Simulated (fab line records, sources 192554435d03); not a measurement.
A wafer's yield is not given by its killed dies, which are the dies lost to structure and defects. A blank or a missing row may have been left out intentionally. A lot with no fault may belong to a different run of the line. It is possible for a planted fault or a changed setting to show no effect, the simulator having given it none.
Comparing a struck lot with a sound one ; flow n5_finfet ; 14 out of 1938 route steps
Sound: wafers L838.1, L838.4, L838.5. Struck: wafer L843.5; the same lot's L843.3 was not struck, so it is left out; see the end for the cause.
Each step with rows lists, per side, the tool, then ch with its chambers, then its first start. Under that, the readings that differ: sound wafers ; struck wafers ; difference of the means ; sigmas: that difference in standard deviations of wafers without a fault.
alike: words and numbers the same on both sides, and readings whose means are apart by under 2 such deviations; not compared: readings that were withheld, readings missing a value for some wafer, numbers with overlapping values and no deviation given by the record, and bounds like >300 which may hide the same value.
A row with sigmas, a row that says differs or no value, or rows on one side alone: a step with any of these is where the two part. Numbers that have no deviation but don't overlap get no sigmas and don't part them. A reading that every wafer of one side lacks parts them only if that side has two wafers or more.

first, 2 steps without rows for these wafers: N5_BEOL_M15_DEVELOP_27 (develop time 45 s); N5_BEOL_M15_HARDBAKE_32 (time 120 s).
N5_BEOL_M15_CD_MEAS_28 targets a cd of 407.6 nm.
  sound on cd_sem-02 ch 0, day 13 10:04; struck on cd_sem-01 ch 0, day 14 03:13
  alike: cd_nm
N5_BEOL_M15_OVL_MEAS_29:
  sound on overlay-01 ch 0, day 13 10:06; struck on overlay-02 ch 0, day 14 03:14
  alike: M15_OVL
N5_BEOL_M15_INSPECT_30: inspects for defects (macro).
  sound: defect_inspect-02 at day 13 10:08; struck: defect_inspect-01 at day 14 03:16
  alike: raw_defect_count
then, 1 step without rows for these wafers: N5_BEOL_M15_DESCUM_33 (chemistry O2, time 7.9 s).
N5_BEOL_M15_ETCH_61: etches BARC in N2/H2, target depth 89 nm, overetch 26.7 nm, time 67.9 s.
  sound on rie_diel-03 ch 2,3, day 13 10:26; struck on rie_diel-02 ch 2, day 14 03:20
  alike: drypump_motor_current_A, oes_product_au, rf_vpp_V, showerhead_plenum_p_Torr, throttle_valve_pct
  not compared: rf_hours_counter_h
N5_BEOL_M15_TRENCH_ETCH_34: etches SiO2 in C4F8/O2/Ar, target depth 872.93 nm, time 199 s.
  sound on rie_diel-03 ch 2,3, day 13 10:29; struck on rie_diel-02 ch 2, day 14 03:23
  alike: drypump_motor_current_A, oes_product_au, rf_vpp_V, showerhead_plenum_p_Torr, throttle_valve_pct
  not compared: rf_hours_counter_h
N5_BEOL_M15_STRIP_36: strips in O2.
  sound on rie_diel-02 ch 0,3, day 13 10:47; struck on rie_diel-03 ch 3, day 14 04:06
reading;sound;struck;difference;sigmas
rf_vpp_V (V);2.4 4.7 4.9;1.8;-2.2;-2
throttle_valve_pct (%);16.85 16.42 16.39;17.20;+0.65;+3
  alike: drypump_motor_current_A, oes_product_au, showerhead_plenum_p_Torr
  not compared: rf_hours_counter_h
N5_BEOL_M15_STRIP_62: strips in O2.
  sound: rie_diel-02 ch 0,3; struck: rie_diel-03 ch 3
reading;sound;struck;difference;sigmas
throttle_valve_pct (%);16.85 16.39 16.41;17.23;+0.68;+3
  alike: drypump_motor_current_A, oes_product_au, rf_vpp_V, showerhead_plenum_p_Torr
  not compared: rf_hours_counter_h
N5_BEOL_M15_STRIP_37: strips in O2.
  sound: rie_diel-02 ch 0,3; struck: rie_diel-03 ch 3
reading;sound;struck;difference;sigmas
throttle_valve_pct (%);16.85 16.40 16.42;17.21;+0.65;+3
  alike: drypump_motor_current_A, oes_product_au, rf_vpp_V, showerhead_plenum_p_Torr
  not compared: rf_hours_counter_h
N5_BEOL_M15_ETCH_38: etches SiCN in CF4/N2, target depth 106.4 nm, time 120.5 s.
  sound on rie_diel-02 ch 0,3, day 13 10:55; struck on rie_diel-03 ch 3, day 14 04:13
reading;sound;struck;difference;sigmas
throttle_valve_pct (%);15.56 15.16 15.15;15.89;+0.60;+3
model.etch.depth_nm (nm);98.53 97.22 96.6;125.9;+28.5;
  alike: drypump_motor_current_A, oes_product_au, rf_vpp_V, showerhead_plenum_p_Torr
  not compared: rf_hours_counter_h
then, 1 step without rows for these wafers: N5_BEOL_M15_PRECLEAN_39 (cleans in residue remover, time 60 s).
N5_PASSIVATION_PROBE_49:
  only the struck wafers here have rows in the record (prober-01, day 14 21:04); the sound ones have none

== WHERE THEY PART ==
Last at N5_PASSIVATION_PROBE_49 as far as this record goes, first at N5_BEOL_M15_STRIP_36.

WHY: what the simulator had put in
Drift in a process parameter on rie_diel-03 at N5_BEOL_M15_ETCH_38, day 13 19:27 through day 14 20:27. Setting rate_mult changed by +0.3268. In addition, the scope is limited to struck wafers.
